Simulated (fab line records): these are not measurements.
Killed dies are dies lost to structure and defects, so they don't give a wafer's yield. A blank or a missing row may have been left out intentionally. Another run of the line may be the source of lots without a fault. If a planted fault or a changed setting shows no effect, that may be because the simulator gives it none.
The tool behind it: which one? | flow nandHarc | 6 lots with 18 wafers sampled at 2 steps, on a route of 1302 steps

## WHAT THE GAUGES SHOWED, per wafer
NHARC_A_BONDPAD_THK_MEAS_30: measures by ellipsometry.
lot  | measured     | on           | thkNm (nm)
L305 | day 23 13:53 | filmMetro-02 | 199.9 199.4 199.6
L308 | day 25 00:55 | filmMetro-01 | 200.7 199.6 202.2
L310 | day 24 21:01 | filmMetro-01 | 201.2 199.6 202.0
L313 | day 27 07:28 | filmMetro-01 | 199.2 201.8 201.2
L316 | day 28 16:40 | filmMetro-01 | 200.4 200.1 198.3
L322 | day 30 09:53 | filmMetro-01 | 202.6 200.5 202.8

## WHAT TOOL EACH LOT RAN ON (gives the tool, then ch and the chambers of the sampled wafers, and finally the start)
lot  | NHARC_P_M2_ECD_22
L305 | ecdCu-02 ch 0,1, day 7 02:53
L308 | ecdCu-01 ch 0,1, day 8 05:22
L310 | ecdCu-02 ch 0,1, day 8 23:51
L313 | ecdCu-02 ch 0,1, day 10 17:24
L316 | ecdCu-01 ch 0,1, day 11 15:37
L322 | ecdCu-01 ch 0,1, day 14 01:26
- NHARC_P_M2_ECD_22: material Cu, target thk 400 nm.

## THE ANSWER, worked out from the rows above alone
Rule: usual is defined by the lots themselves. The widest of any qualifying gaps counts: lots, ordered by their means at a reading, are off when they make up no more than a third of the lots, leave a main group of 4 or more, and stand apart from it by 3 or more times the standard deviation of that group's means. The tables above print the reading to a certain number of digits; a main group whose means all agree to those digits is not used. A lot without any number at a reading at which 4 lots or more have one is off too. Where the step has rows for the other lots, those lots are counted as sound.
Nothing can be told from this: no lot is off at any reading shown.

## WHAT THE SIMULATOR HAD INSERTED
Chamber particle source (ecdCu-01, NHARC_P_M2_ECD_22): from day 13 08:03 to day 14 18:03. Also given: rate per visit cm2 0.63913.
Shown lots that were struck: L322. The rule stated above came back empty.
